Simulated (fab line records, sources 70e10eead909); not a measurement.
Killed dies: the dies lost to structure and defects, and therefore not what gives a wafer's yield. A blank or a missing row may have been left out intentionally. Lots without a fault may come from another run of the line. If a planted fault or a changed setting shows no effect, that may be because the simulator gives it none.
Struck lot and sound lot, side by side / flow nandHarc / 14 steps out of a route of 1302
Sound: wafers L718.3, L718.5, L718.6. Struck: wafer L723.6 (left out: L723.1, a lot-mate that was not struck); the cause follows at the end.
Each step with rows lists, per side, the tool, then ch with its chambers, then its first start. Under that, the readings that differ: sound wafers / struck wafers / difference of the means / sigmas: that difference in standard deviations of wafers without a fault.
alike: readings with means less than 2 such deviations apart, plus words and numbers identical on both sides. not compared: withheld readings, readings lacking a value on some wafer, bounds such as >300 that could conceal the same value, and numbers that have no deviation in the record and whose values overlap.
A row with sigmas, a row that says differs or no value, or rows on one side alone: a step with any of these is where the two part. When numbers do not overlap yet have no deviation, they are printed without sigmas and do not part them. A reading missing from all wafers of one side parts the sides only when that side holds two or more wafers.

first, 1 step without rows for these wafers: NHARC_A_CHANNEL_FILL_D1_SRD_12.
NHARC_A_CHANNEL_FILL_D1_INSPECT_13:
  sound: defectInspect-01 at day 11 16:22; struck: defectInspect-02 at day 14 05:42
  alike: rawDefectCount
NHARC_A_DECK1_JOINT_ETCHBACK_07: etches the open film in HBr, target depth 105 nm, time 26.9 s.
  sound on rieSi-04 ch 0,3, day 11 16:29; struck on rieSi-06 ch 0, day 14 05:48
reading=throttleValvePct (%); sound=23.261 23.285 23.282; struck=23.256; difference=-0.020; sigmas=-2
  alike: drypumpMotorCurrentA, oesProductAu
  not compared: rfHoursCounterH
then, 8 steps without rows for these wafers: NHARC_A_DECK1_JOINT_ETCH_25 (etches SiO2 in dHF, target depth 0.5 nm); NHARC_A_DECK1_JOINT_ETCH_19 (etches poly-Si in TMAH, target depth 3 nm); NHARC_A_DECK1_JOINT_ETCH_18 (etches SiO2 in dHF, target depth 3 nm); NHARC_A_DECK1_JOINT_WET_08 (chemistry H3PO4, time 86 s); NHARC_A_DECK1_JOINT_ETCH_09 (etches SiO2 in dHF, target depth 5 nm); NHARC_A_DECK1_JOINT_WET_10 (chemistry H3PO4, time 86 s); NHARC_A_DECK1_JOINT_ETCH_11 (etches SiO2 in dHF, target depth 35 nm); NHARC_A_DECK1_JOINT_CVD_12 (deposits poly-Si, target thk 90 nm, time 1800 s).
NHARC_A_DECK1_JOINT_CMP_13: polishes, target thk 51.023 nm.
  sound on cmp-02 ch 0,1, day 12 02:41; struck on cmp-04 ch 0, day 14 15:53
reading=timeToEndpointS (s); sound=14.2 12.0 10.6; struck=23.7; difference=+11.4; sigmas=+4
  alike: edgeZonePressureFrac, motorCurrentA, slurryFlowMlMin
  not compared: padLifeWafers
NHARC_A_DECK1_JOINT_THK_MEAS_14: measures by ellipsometry.
  sound: filmMetro-01 at day 12 02:55; struck: filmMetro-02 at day 14 16:08
  alike: thkNm
-- record jumps: 13 days between struck wafers' starts before vs after; left off in module A_DECK1_JOINT, resumes in module END, first step shown is number 1302 of the route --
NHARC_END_SORT_01:
  sound on prober-02 ch 0, day 25 08:41; struck on prober-01 ch 0, day 27 20:42
reading=killedAtPeriphery; sound=2 1 1; struck=10; difference=+9; sigmas=+3
  alike: killedAtArray, killedAtOther, killedDies, killedOpen, killedShort

WHERE THEY PART
First at NHARC_A_DECK1_JOINT_ETCHBACK_07; last, within this record, at NHARC_END_SORT_01.

WHY: what had been put in by the simulator
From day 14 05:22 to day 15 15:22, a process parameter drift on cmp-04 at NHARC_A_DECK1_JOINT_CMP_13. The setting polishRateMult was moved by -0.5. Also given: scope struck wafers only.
